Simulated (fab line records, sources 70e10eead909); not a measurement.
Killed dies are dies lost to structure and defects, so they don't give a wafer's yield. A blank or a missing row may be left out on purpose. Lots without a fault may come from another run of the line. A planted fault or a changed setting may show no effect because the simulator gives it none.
fab line records | flow nand_harc
record lots=15 wafers=45 last_day=24
route steps=1159 shown A_CONTACT@938
lots that met no fault: from a run of the same line without faults
start_h: hours from the record's first day to the start of the lot's first wafer shown | wait_h: hours since the lot's step before | " the same as in the row above | L1.1+2: a row that stands for several wafers | - no value, or no start given | * or withheld: withheld | < > ~ a bound
route shown NAME@n: a module of which the file shows steps, and the number in the route of the first | usual: mean/standard deviation of fault-free wafers | same: alike in all rows | chamber/n: place in a boat | sites: the reading at each site | _std_site: their standard deviation | _edge_site: outer sites' mean less inner sites' | radius_mm: how far each site lies from the wafer's centre | mask NAME#n: copy n | behind: the tool/chamber that last shaped the wafer | hold: why the lot was held/for how many hours/how that ended | device: the transistor (n, p or np) that didn't switch | end of line: the same wafers' tests at the end of the route | a step without rows: its recipe alone | killed: dies lost to structure and defects at the first sort, not the wafer's yield | map: a wafer's dies, x killed, . not, _ none there
set.NAME: the setting as run; set.NAME@STEP: as run at that earlier step | model.NAME: the simulator's own value behind a step, which no gauge read
steps of the route over a sample of lots; a table a step, a row a wafer
services: from which hour (start_h, from the record's first day; less than 0 if before it) a tool's chamber was out of use, for how many hours, and why
## steps
# step NHARC_A_CONTACT_DESCUM_13
# recipe time_s=3 o2_flow_sccm=200 ar_flow_sccm=0 bias_power_w=0 chemistry=O2
# usual drypump_motor_current_A=5.6/0.58 oes_product_au=0.999/0.0075 rf_vpp_V=57.7/0.84 showerhead_plenum_p_Torr=1.89/0.074 throttle_valve_pct=11.311/0.0092
# columns lot.wafer tool chamber start_h wait_h drypump_motor_current_A oes_product_au rf_hours_counter_h rf_vpp_V showerhead_plenum_p_Torr throttle_valve_pct
L280.2 rie_diel-05 1 389.88 0.2 6.1 1.001 6 58.6 1.83 11.299
L280.3 " 2 " " 4.7 0.996 6 59.3 1.90 11.313
L280.1 " 0 " " 5.8 0.998 5 57.9 1.86 11.313
L281.2 rie_diel-13 1 391.29 0.1 6.5 1.013 38 57.5 1.77 11.303
L281.4 " 2 " " 6.3 1.022 38 57.0 1.86 11.313
L281.3 " 3 " " 5.3 1.002 37 58.3 1.76 11.318
L279.1 rie_diel-01 2 395.92 0.1 6.3 1.005 30 56.5 1.87 11.300
L279.3 " 1 " " 5.1 0.997 27 59.2 2.00 11.307
L279.5 " 3 " " 5.7 0.993 - 57.0 1.91 11.323
L283.4 rie_diel-05 0 399.19 0.1 5.8 0.994 7 57.4 1.86 11.307
L283.5 " 3 " " 5.0 0.990 - 58.0 1.89 11.307
L283.6 " 0 " " 5.8 0.999 - 58.1 1.86 11.306
L282.1 rie_diel-05 2 399.59 0.2 4.7 1.000 9 56.4 1.90 11.305
L282.6 " 3 " " 5.0 0.992 - 56.5 1.89 11.296
L282.5 " 0 " " 5.8 0.989 - 58.2 1.86 11.329
L284.3 rie_diel-01 1 405.12 0.1 5.1 1.002 31 56.6 2.00 11.311
L284.1 " 2 " " 6.3 1.003 34 56.5 1.86 11.318
L284.2 " 3 " " 5.6 0.986 33 58.6 1.91 11.309
L291.4 rie_diel-05 1 489.23 0.1 6.1 1.015 23 56.6 1.83 11.304
L291.1 " 3 " " 5.0 1.003 22 57.7 1.89 11.306
L291.6 " 2 " " 4.8 1.008 - 58.3 1.90 11.310
L290.4 rie_diel-13 3 493.99 0.1 5.4 0.994 10 58.5 2.07 11.302
L290.2 " 0 " " 5.4 1.000 11 56.5 1.82 11.320
L290.6 " 3 " " 5.3 1.005 - 58.7 2.07 11.309
L294.2 rie_diel-05 0 497.28 0.5 5.8 0.997 23 57.1 1.86 11.302
L294.4 " 1 " " 6.1 0.996 26 58.0 1.83 11.308
L294.1 " 2 " " 4.8 1.005 25 58.3 1.90 11.307
L295.2 rie_diel-05 1 498.92 0.2 6.1 1.002 27 56.8 1.83 11.307
L295.1 " 0 " " 5.9 0.988 23 57.5 1.86 11.322
L295.6 " 2 " " 4.7 0.993 - 58.8 1.90 11.321
L298.3 rie_diel-13 0 503.35 0.1 5.4 1.007 16 56.7 1.82 11.314
L298.2 " 1 " " 6.4 0.995 17 58.4 2.07 11.327
L298.1 " 3 " " 5.4 1.003 15 57.3 2.07 11.302
L299.2 rie_diel-01 1 510.54 0.1 5.1 1.016 5 57.6 1.99 11.303
L299.1 " 2 " " 6.3 1.009 4 57.8 1.85 11.311
L299.6 " 0 " " 6.2 1.003 - 58.8 1.95 11.310
L300.3 rie_diel-05 1 515.92 0.1 6.1 1.005 30 58.4 1.83 11.308
L300.1 " 3 " " 5.0 0.995 28 57.0 1.89 11.298
L300.2 " 0 " " 5.8 0.993 27 57.8 1.86 11.303
L302.3 rie_diel-13 1 516.31 0.1 6.4 0.996 21 57.9 2.07 11.314
L302.4 " 2 " " 6.3 1.004 21 57.7 1.84 11.300
L302.6 " 1 " " 6.4 1.002 - 57.5 2.07 11.312
L301.2 rie_diel-13 2 519.98 0.1 6.3 1.004 22 58.9 1.84 11.297
L301.6 " 0 " " 5.3 1.000 - 58.4 1.82 11.312
L301.5 " 1 " " 6.4 1.007 - 58.2 2.07 11.309
# step NHARC_A_CONTACT_ETCH_110
# recipe target_depth_a=500 overetch_a=50 time_s=27.5 ion_energy_ev=100 cf4_flow_sccm=80 o2_flow_sccm=20 ar_flow_sccm=0 rf_w=300 bias_w=100 chemistry=CF4/O2
# usual drypump_motor_current_A=5.6/0.57 oes_ar_750_au=1.000/0.0048 oes_product_au=0.999/0.0082 rf_vpp_V=197.4/1.4 run_length_s=48.8/0.41 showerhead_plenum_p_Torr=1.32/0.053 throttle_valve_pct=13.397/0.0082
# columns lot.wafer tool chamber start_h wait_h drypump_motor_current_A oes_ar_750_au oes_product_au rf_hours_counter_h rf_vpp_V run_length_s showerhead_plenum_p_Torr throttle_valve_pct
L280.2 rie_diel-13 1 392.80 0.1 6.5 1.002 1.009 38 196.1 49.0 1.23 13.401
L280.3 " 2 " " 6.3 0.998 1.014 38 197.9 49.3 1.30 13.404
L280.1 " 0 " " 5.4 1.001 1.008 38 197.2 48.4 1.28 13.394
L281.4 rie_diel-05 3 393.97 0.1 5.0 1.010 0.991 7 198.5 48.6 1.32 13.409
L281.2 " 0 " " 5.8 0.991 0.984 7 198.0 48.6 1.30 13.408
L281.3 " 1 " " 6.1 0.992 0.988 8 197.2 49.0 1.28 13.405
L279.3 rie_diel-13 2 400.45 0.1 6.3 0.997 1.004 43 197.0 49.3 1.29 13.399
L279.1 " 0 " " 5.4 1.001 0.988 44 194.2 48.9 1.28 13.399
L279.5 " 1 " " 6.4 0.999 0.991 - 195.4 49.1 1.23 13.401
L283.4 rie_diel-05 0 401.99 0.1 5.8 0.999 0.999 8 198.8 48.1 1.30 13.403
L283.5 " 2 " " 4.8 1.004 1.005 - 197.2 48.5 1.33 13.388
L283.6 " 3 " " 5.0 1.004 0.991 - 197.6 49.1 1.32 13.400
L282.1 rie_diel-01 3 402.35 0.2 5.7 1.001 0.996 32 198.2 48.5 1.33 13.403
L282.5 " 0 " " 6.2 1.002 0.996 - 198.1 49.1 1.36 13.401
L282.6 " 1 " " 5.1 1.007 0.990 - 198.6 49.6 1.39 13.402
L284.3 rie_diel-05 2 407.71 0.1 4.7 1.002 0.998 10 198.2 48.8 1.33 13.417
L284.2 " 0 " " 5.8 1.002 0.992 9 198.0 48.6 1.30 13.387
L284.1 " 1 " " 6.0 1.005 0.994 10 195.0 48.7 1.28 13.391
L291.4 rie_diel-05 2 491.81 0.1 4.7 1.001 1.013 23 198.6 46.3 1.33 13.399
L291.1 " 0 " " 5.8 0.996 1.005 20 197.6 45.5 1.30 13.395
L291.6 " 3 " " 5.0 1.002 1.006 - 198.1 46.9 1.32 13.389
L290.4 rie_diel-05 0 497.94 0.1 5.8 1.007 1.002 23 197.7 45.6 1.30 13.402
L290.2 " 2 " " 4.7 0.992 1.010 26 196.8 46.3 1.33 13.382
L290.6 " 1 " " 6.1 1.001 0.999 - 197.0 46.4 1.28 13.384
L294.4 rie_diel-05 3 500.67 0.1 5.0 1.001 0.988 26 197.2 46.1 1.32 13.385
L294.2 " 0 " " 5.8 0.985 0.988 24 197.1 45.9 1.30 13.395
L294.1 " 1 " " 6.1 0.999 1.000 27 196.7 46.2 1.28 13.394
L295.2 rie_diel-13 2 501.95 0.1 6.3 0.996 0.990 16 196.6 49.9 1.29 13.399
L295.1 " 0 " " 5.4 1.007 0.999 16 195.9 48.7 1.27 13.402
L295.6 " 2 " " 6.3 0.989 1.000 - 196.6 49.7 1.29 13.379
L298.1 rie_diel-01 2 506.85 0.1 6.3 0.997 1.009 3 195.7 48.6 1.29 13.403
L298.3 " 0 " " 6.2 1.004 1.003 2 198.7 48.8 1.36 13.402
L298.2 " 1 " " 5.1 1.001 1.011 3 198.8 49.6 1.39 13.390
L299.1 rie_diel-13 2 513.13 0.1 6.3 0.998 1.001 20 196.8 49.5 1.29 13.401
L299.2 " 3 " " 5.3 1.006 1.003 19 200.8 48.4 1.44 13.402
L299.6 " 1 " " 6.5 0.996 1.002 - 199.8 48.9 1.44 13.397
L300.1 rie_diel-13 0 518.84 0.1 5.4 1.000 1.008 21 197.0 48.3 1.27 13.398
L300.3 " 1 " " 6.4 0.996 1.008 21 200.9 48.8 1.44 13.397
L300.2 " 2 " " 6.3 0.997 1.001 22 195.9 49.5 1.29 13.403
L302.4 rie_diel-01 3 518.97 0.1 5.7 1.003 1.006 4 198.0 48.5 1.33 13.398
L302.3 " 0 " " 6.2 1.000 1.010 5 196.8 49.0 1.36 13.405
L302.6 " 1 " " 5.1 1.001 1.016 - 199.6 49.6 1.39 13.387
L301.2 rie_diel-13 1 522.56 0.1 6.5 1.001 0.997 22 199.5 49.0 1.44 13.389
L301.5 " 3 " " 5.3 1.000 0.997 - 199.8 48.5 1.44 13.378
L301.6 " 0 " " 5.4 1.001 1.004 - 195.2 48.2 1.27 13.393
# step NHARC_A_CONTACT_STRIP_26
# recipe o2_flow_sccm=500 ar_flow_sccm=0 bias_w=0 chemistry=O2
# usual drypump_motor_current_A=5.6/0.58 oes_product_au=1.000/0.0073 rf_vpp_V=57.7/0.94 showerhead_plenum_p_Torr=3.48/0.13 throttle_valve_pct=17.037/0.0083
# columns lot.wafer tool chamber start_h wait_h drypump_motor_current_A oes_product_au rf_hours_counter_h rf_vpp_V showerhead_plenum_p_Torr throttle_valve_pct
L280.3 rie_diel-13 2 - - 6.3 1.004 39 58.0 3.43 17.045
L280.2 " 0 " " 5.4 0.998 38 57.3 3.39 17.028
L280.1 " 1 " " 6.4 1.014 38 58.3 3.27 17.037
L281.2 rie_diel-05 1 - - 6.1 0.993 8 56.8 3.39 17.035
L281.3 " 2 " " 4.8 0.997 8 56.9 3.51 17.048
L281.4 " 0 " " 5.8 0.993 7 57.8 3.44 17.038
L279.1 rie_diel-13 1 - - 6.4 1.002 44 57.8 3.27 17.046
L279.3 " 3 " " 5.4 1.004 44 57.5 3.27 17.033
L279.5 " 2 " " 6.3 1.006 - 58.8 3.43 17.038
L283.4 rie_diel-05 2 - - 4.8 0.996 10 56.8 3.51 17.024
L283.5 " 0 " " 5.8 0.989 - 57.0 3.44 17.035
L283.6 " 1 " " 6.1 1.001 - 57.3 3.39 17.047
L282.1 rie_diel-01 1 - - 5.1 0.994 30 58.9 3.68 17.037
L282.5 " 3 " " 5.7 0.986 - 57.6 3.53 17.033
L282.6 " 0 " " 6.2 0.986 - 58.1 3.60 17.033
L284.2 rie_diel-05 0 - - 5.9 1.006 9 56.5 3.44 17.060
L284.1 " 2 " " 4.8 0.999 10 56.9 3.51 17.048
L284.3 " 3 " " 5.0 1.000 9 58.9 3.49 17.027
L291.1 rie_diel-05 0 - - 5.9 1.002 20 57.1 3.43 17.037
L291.4 " 1 " " 6.1 1.003 23 58.0 3.38 17.048
L291.6 " 3 " " 5.0 1.009 - 58.8 3.48 17.035
L290.2 rie_diel-05 0 - - 5.8 1.000 23 57.1 3.43 17.032
L290.4 " 1 " " 6.1 1.007 27 57.6 3.38 17.050
L290.6 " 2 " " 4.8 1.004 - 57.5 3.50 17.040
L294.2 rie_diel-05 0 - - 5.8 1.001 24 57.8 3.43 17.015
L294.1 " 1 " " 6.1 1.006 28 57.7 3.38 17.059
L294.4 " 2 " " 4.7 1.000 27 58.1 3.50 17.036
L295.2 rie_diel-13 0 - - 5.4 0.994 16 57.0 3.37 17.040
L295.1 " 1 " " 6.4 1.004 17 58.6 3.80 17.028
L295.6 " 2 " " 6.3 1.006 - 58.1 3.41 17.037
L298.2 rie_diel-01 2 - - 6.3 1.000 3 57.0 3.43 17.048
L298.3 " 0 " " 6.2 1.007 2 58.3 3.58 17.034
L298.1 " 1 " " 5.1 1.000 3 58.6 3.66 17.036
L299.2 rie_diel-13 0 - - 5.4 0.996 20 54.9 3.37 17.040
L299.1 " 2 " " 6.3 1.006 20 56.3 3.41 17.042
L299.6 " 0 " " 5.4 1.002 - 58.3 3.37 17.035
L300.3 rie_diel-13 0 - - 5.4 1.011 21 57.7 3.37 17.037
L300.2 " 1 " " 6.5 1.006 21 58.5 3.80 17.037
L300.1 " 3 " " 5.4 1.016 21 58.4 3.80 17.029
L302.3 rie_diel-01 1 - - 5.1 0.997 7 58.5 3.66 17.033
L302.4 " 3 " " 5.7 0.998 5 59.1 3.51 17.041
L302.6 " 2 " " 6.3 1.002 - 58.7 3.42 17.047
L301.2 rie_diel-13 2 - - 6.3 1.007 22 58.8 3.41 17.038
L301.6 " 2 " " 6.3 1.011 - 59.1 3.41 17.040
L301.5 " 3 " " 5.3 1.009 - 58.3 3.80 17.028
# step NHARC_A_CONTACT_CVD_19
# recipe target_thk_a=3000 temp_c=300 pressure_torr=40 wf6_flow_sccm=40 h2_flow_sccm=1600 ar_flow_sccm=1560 time_s=802 material=W
# usual heater_power_w=502/54 throttle_valve_pct=8.04/0.18
# columns lot.wafer tool chamber start_h wait_h heater_power_w throttle_valve_pct
L280.1 cvd_w-02 1 410.80 - 423 7.69
L280.2 " 0 " " 571 7.92
L280.3 " 0 " " 563 8.42
L281.2 cvd_w-02 1 - - 417 8.04
L281.4 " 1 " " 419 7.86
L281.3 " 0 " " 575 8.08
L279.1 cvd_w-02 1 - - 422 7.70
L279.3 " 1 " " 424 8.02
L279.5 " 0 " " 584 8.09
L283.4 cvd_w-02 1 - - 429 7.94
L283.6 " 1 " " 415 7.91
L283.5 " 0 " " 586 8.14
L282.1 cvd_w-02 1 - - 423 7.99
L282.6 " 0 " " 580 8.07
L282.5 " 1 " " 434 7.79
L284.2 cvd_w-02 1 - - 419 7.90
L284.1 " 0 " " 568 8.14
L284.3 " 1 " " 420 7.86
L291.1 cvd_w-01 0 - - 499 8.07
L291.4 " 1 " " 520 8.11
L291.6 " 1 " " 515 8.32
L290.2 cvd_w-01 1 - - 510 8.23
L290.4 " 0 " " 492 8.07
L290.6 " 0 " " 485 7.92
L294.2 cvd_w-01 1 - - 501 7.86
L294.1 " 0 " " 500 8.14
L294.4 " 1 " " 509 8.00
L295.2 cvd_w-01 0 - - 497 7.91
L295.1 " 1 " " 517 8.01
L295.6 " 1 " " 520 8.01
L298.1 cvd_w-02 1 - - 430 7.49
L298.2 " 0 " " 581 8.28
L298.3 " 1 " " 437 7.91
L299.1 cvd_w-01 1 - - 519 8.11
L299.2 " 1 " " 526 8.08
L299.6 " 1 " " 524 7.90
L300.1 cvd_w-01 1 - - 521 8.01
L300.2 " 0 " " 493 7.84
L300.3 " 1 " " 524 7.86
L302.3 cvd_w-02 0 - - 571 8.22
L302.4 " 1 " " 423 8.01
L302.6 " 0 " " 569 7.90
L301.2 cvd_w-01 0 - - 479 8.00
L301.5 " 0 " " 502 7.98
L301.6 " 1 " " 503 8.17
## services
# columns tool chamber start_h hours kind
rie_diel-05 0 366.96 4.6 repair
rie_diel-05 0 374.12 - clean
rie_diel-05 1 374.12 - clean
rie_diel-05 2 374.12 - clean
rie_diel-05 3 374.12 - clean
cvd_w-02 - 379.97 13.0 pm
cvd_w-01 - 384.37 38.0 repair
rie_diel-05 0 398.83 - clean
rie_diel-05 1 398.83 - clean
rie_diel-05 2 398.83 - clean
rie_diel-05 3 398.83 - clean
rie_diel-05 0 423.36 - clean
rie_diel-05 1 423.36 - clean
rie_diel-05 2 423.36 - clean
rie_diel-05 3 423.36 - clean
rie_diel-05 0 447.86 - clean
rie_diel-05 1 447.86 - clean
rie_diel-13 - 453.21 9.0 pm
rie_diel-05 - 458.16 1.0 repair
cvd_w-01 - 477.30 13.0 pm
rie_diel-01 - 491.90 9.0 pm
rie_diel-05 3 501.35 4.8 repair
cvd_w-01 0 511.56 2.5 repair
rie_diel-05 - 517.62 9.0 pm
## key
first_sign step=NHARC_A_CONTACT_ETCH_110 reading=run_length_s direction=down sigmas=6.3 usual=* struck=*
effect none on later readings
met_at NHARC_A_CONTACT_ETCH_110
struck_lots L290,L291,L294
later_rows_left_out L290.6,L291.6,L294.1
sort_left_out L290.2,L290.4,L290.6,L291.1,L291.4,L291.6,L294.1,L294.2,L294.4
tester_left_out L290,L291,L294
not_acting_at NHARC_A_CONTACT_DESCUM_13,NHARC_A_CONTACT_STRIP_26,NHARC_A_CONTACT_CVD_19
onset_between 407.71 491.81
fault kind=process_parameter_drift tool=rie_diel-05 chamber=- onset_h=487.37 steps=NHARC_A_CONTACT_ETCH_110 channel=time_s offset=* shape=step end_h=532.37 acts_in=* stated=*
# tester_left_out: of these lots the tester's yield and bins aren't shown, on N5 and GAA mostly nor the transistor test; their killed dies are dies lost to structure and defects alone, not to doping, threshold or leakage, so they don't give the yield
# sort_left_out: the simulated sort isn't trusted on such a fault, so these wafers' sort isn't shown, and their yield isn't known
# later_rows_left_out: the simulator's readings of these wafers behind a module that went badly wrong aren't trusted and aren't shown, but for the sort
